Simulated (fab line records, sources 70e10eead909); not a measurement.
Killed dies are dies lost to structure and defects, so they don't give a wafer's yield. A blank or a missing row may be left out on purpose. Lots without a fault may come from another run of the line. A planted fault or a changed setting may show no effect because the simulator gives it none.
Which tool did it? | flow nand_harc | 14 lots, 42 wafers sampled, at 3 steps of a route of 1302

WHAT THE GAUGES READ, wafer by wafer
NHARC_A_M0_THK_MEAS_24: measures by xrf. Usual: thk_nm 113.6 nm, standard deviation 1.4.
lot  | measured     | on            | thk_nm (nm)       | flag
L300 | day 22 13:02 | film_metro-01 | 114.4 113.5 113.6 |
L303 | day 23 10:32 | film_metro-02 | 112.1 112.5 111.6 |
L302 | day 23 15:39 | film_metro-01 | 112.6 111.2 112.9 |
L304 | day 24 03:44 | film_metro-02 | 113.5 116.0 114.6 |
L305 | day 24 19:43 | film_metro-02 | 114.5 114.0 115.1 |
L306 | day 25 03:30 | film_metro-02 | 112.7 113.3 113.1 |
L307 | day 25 18:22 | film_metro-01 | 113.1 111.9 112.2 |
L310 | day 27 00:03 | film_metro-01 | 113.9 114.2 112.0 |
L315 | day 28 09:20 | film_metro-01 | 114.4 114.4 114.2 |
L313 | day 28 16:19 | film_metro-01 | 114.2 112.1 114.8 |
L316 | day 29 08:36 | film_metro-01 | 114.1 113.5 116.0 |
L317 | day 30 21:36 | film_metro-01 | 116.3 114.3 114.1 |
L320 | day 31 07:04 | film_metro-01 | 114.3 115.7 113.8 |
L323 | day 31 15:17 | film_metro-01 | 115.3 114.9 114.1 |

WHICH TOOL RAN EACH LOT (tool, then ch and the chambers of the sampled wafers, then the start)
lot  | NHARC_A_M0_DESCUM_14               | NHARC_A_M0_PVD_20
L300 | rie_diel-02 ch 1,2,3, day 22 10:35 | pvd_sputter-01, day 22 13:02 or earlier
L303 | rie_diel-02 ch 0,2,3, day 23 08:09 | pvd_sputter-03, day 23 10:32 or earlier
L302 | rie_diel-02 ch 1,2, day 23 13:19   | pvd_sputter-02, day 23 15:39 or earlier
L304 | rie_diel-09 ch 1,3, day 24 01:24   | pvd_sputter-02, day 24 03:44 or earlier
L305 | rie_diel-09 ch 1,2, day 24 16:53   | pvd_sputter-03, day 24 19:43 or earlier
L306 | rie_diel-12 ch 2,3, day 25 01:08   | pvd_sputter-01, day 25 03:30 or earlier
L307 | rie_diel-12 ch 0,2,3, day 25 16:02 | pvd_sputter-02, day 25 18:22 or earlier
L310 | rie_diel-12 ch 1,3, day 26 21:38   | pvd_sputter-03, day 27 00:03 or earlier
L315 | rie_diel-02 ch 0,1,3, day 28 07:01 | pvd_sputter-02, day 28 09:20 or earlier
L313 | rie_diel-02 ch 1,2, day 28 13:58   | pvd_sputter-02, day 28 16:19 or earlier
L316 | rie_diel-02 ch 0,1,3, day 29 06:13 | pvd_sputter-02, day 29 08:36 or earlier
L317 | rie_diel-02 ch 0,3, day 30 19:14   | pvd_sputter-03, day 30 21:36 or earlier
L320 | rie_diel-09 ch 0,2, day 31 04:43   | pvd_sputter-02, day 31 07:04 or earlier
L323 | rie_diel-09 ch 1,2, day 31 12:59   | pvd_sputter-02, day 31 15:17 or earlier
- NHARC_A_M0_DESCUM_14: chemistry O2, time 3 s.
- NHARC_A_M0_PVD_20: deposits TaN, target thk 5 nm, time 8.06 s.

WHAT THE TOOLS THEMSELVES READ (means of the sampled wafers that have a number; where no wafer has one, the mark that the record gives instead)
NHARC_A_M0_DESCUM_14. Usual: drypump_motor_current_A 5.7 A, standard deviation 0.45; oes_product_au 0.999 a.u., standard deviation 0.0078; rf_vpp_V 57.9 V, standard deviation 0.91; showerhead_plenum_p_Torr 1.92 Torr, standard deviation 0.086; throttle_valve_pct 11.311 %, standard deviation 0.0097.
lot  | tool        | drypump_motor_current_A (A) | oes_product_au (a.u.) | rf_vpp_V (V) | showerhead_plenum_p_Torr (Torr) | throttle_valve_pct (%) | flag
L300 | rie_diel-02 | 5.6                         | 1.001                 | 58.2         | 1.92                            | 11.308                 |
L303 | rie_diel-02 | 5.5                         | 0.994                 | 58.1         | 1.93                            | 11.319                 |
L302 | rie_diel-02 | 5.8                         | 0.991                 | 57.4         | 1.84                            | 11.306                 |
L304 | rie_diel-09 | 6.0                         | 0.991                 | 57.4         | 1.83                            | 11.314                 |
L305 | rie_diel-09 | 5.4                         | 1.004                 | 58.2         | 1.85                            | 11.314                 |
L306 | rie_diel-12 | 5.4                         | 1.003                 | 58.8         | 1.99                            | 11.305                 |
L307 | rie_diel-12 | 5.3                         | 1.008                 | 58.0         | 1.99                            | 11.297                 |
L310 | rie_diel-12 | 5.6                         | 0.998                 | 58.0         | 2.00                            | 11.310                 |
L315 | rie_diel-02 | 5.4                         | 0.998                 | 58.6         | 1.99                            | 11.314                 |
L313 | rie_diel-02 | 5.8                         | 0.998                 | 57.7         | 1.84                            | 11.313                 |
L316 | rie_diel-02 | 5.4                         | 0.990                 | 57.8         | 1.99                            | 11.302                 |
L317 | rie_diel-02 | 5.2                         | 0.992                 | 58.2         | 2.00                            | 11.307                 |
L320 | rie_diel-09 | 6.0                         | 0.999                 | 57.9         | 1.93                            | 11.319                 |
L323 | rie_diel-09 | 5.4                         | 1.000                 | 57.7         | 1.84                            | 11.316                 |

NHARC_A_M0_PVD_20. Usual: throttle_valve_pct 30.2 %, standard deviation 0.78.
lot  | tool           | throttle_valve_pct (%) | flag
L300 | pvd_sputter-01 | 29.7                   |
L303 | pvd_sputter-03 | 31.0                   |
L302 | pvd_sputter-02 | 29.6                   |
L304 | pvd_sputter-02 | 30.8                   |
L305 | pvd_sputter-03 | 30.9                   |
L306 | pvd_sputter-01 | 29.4                   |
L307 | pvd_sputter-02 | 30.4                   |
L310 | pvd_sputter-03 | 30.9                   |
L315 | pvd_sputter-02 | 30.2                   |
L313 | pvd_sputter-02 | 30.3                   |
L316 | pvd_sputter-02 | 30.5                   |
L317 | pvd_sputter-03 | 31.1                   |
L320 | pvd_sputter-02 | 30.1                   |
L323 | pvd_sputter-02 | 30.4                   |

THE ANSWER, worked out from the rows above alone
Rule: a lot is off if the mean of its wafers that have a number lies more than 3 standard deviations from the usual mean. A lot without any number at a reading at which 4 lots or more have one is off too. The other lots that the step has rows for count as sound. The gauges are gone through in route order, then the tools' own readings, and for those a lot's mean is taken as printed above. The first step at which some lot is off is used, and at that step the reading that is off furthest; a lot without a number counts as furthest.
No lot is off at any reading shown: from this, nothing can be told.

WHAT THE SIMULATOR HAD PUT IN
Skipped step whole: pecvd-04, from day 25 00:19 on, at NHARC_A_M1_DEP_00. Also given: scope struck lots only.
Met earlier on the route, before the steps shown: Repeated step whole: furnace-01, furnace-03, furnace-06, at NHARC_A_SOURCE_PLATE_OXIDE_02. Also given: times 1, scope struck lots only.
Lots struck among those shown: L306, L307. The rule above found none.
